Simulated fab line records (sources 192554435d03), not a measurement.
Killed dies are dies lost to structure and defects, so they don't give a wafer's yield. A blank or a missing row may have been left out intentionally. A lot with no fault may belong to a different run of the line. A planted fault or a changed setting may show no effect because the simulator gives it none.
Chamber matching + flow n5 finfet + N5_BEOL_M3_ETCH_74 on rie diel-06: 4 sister chambers
The step etches underlayer in N2/H2, target depth 6.5 nm, time 5.2 s. 4 wafers are shown with their chamber, then 12 later ones without.

## EACH WAFER AND ITS CHAMBER
| wafer  | chamber | showerhead plenum p Torr (Torr) |
|--------|---------|---------------------------------|
| L080.5 | 0       | 2.62                            |
| L082.2 | 2       | 2.71                            |
| L082.3 | 3       | 2.49                            |
| L082.5 | 1       | 2.36                            |

## WAFERS WITHOUT THEIR CHAMBER
| wafer  | showerhead plenum p Torr (Torr) |
|--------|---------------------------------|
| L090.1 | 2.70                            |
| L090.2 | 2.36                            |
| L090.6 | 2.61                            |
| L093.1 | 2.49                            |
| L093.4 | 2.36                            |
| L093.5 | 2.49                            |
| L094.1 | 2.49                            |
| L094.5 | 2.61                            |
| L094.6 | 2.49                            |
| L096.2 | 2.36                            |
| L096.3 | 2.70                            |
| L096.5 | 2.70                            |

## WHICH CHAMBER EACH ONE RAN IN
| wafer  | from the rows above | in truth |
|--------|---------------------|----------|
| L090.1 | 2                   | 2        |
| L090.2 | 1                   | 1        |
| L090.6 | 0                   | 0        |
| L093.1 | 3                   | 3        |
| L093.4 | 1                   | 1        |
| L093.5 | 3                   | 3        |
| L094.1 | 3                   | 3        |
| L094.5 | 0                   | 0        |
| L094.6 | 3                   | 3        |
| L096.2 | 1                   | 1        |
| L096.3 | 2                   | 2        |
| L096.5 | 2                   | 2        |
Correctly placed: 12 of 12. From these rows, 0 cannot be placed. Placed wrongly: 0.
How it was worked out, from the rows above alone: a wafer's distance from a chamber is the root of the sum, over the readings, of the square of ((its reading less the chamber's mean) divided by the reading's scatter). The wafer belongs to the nearest chamber; if the next one is less than 2 further off, it can't be placed. A chamber's mean is the mean of its shown wafers. The scatter (one wafer shown for each chamber): square how far every hidden wafer sits from the nearest shown wafer, average those squares and take the square root.
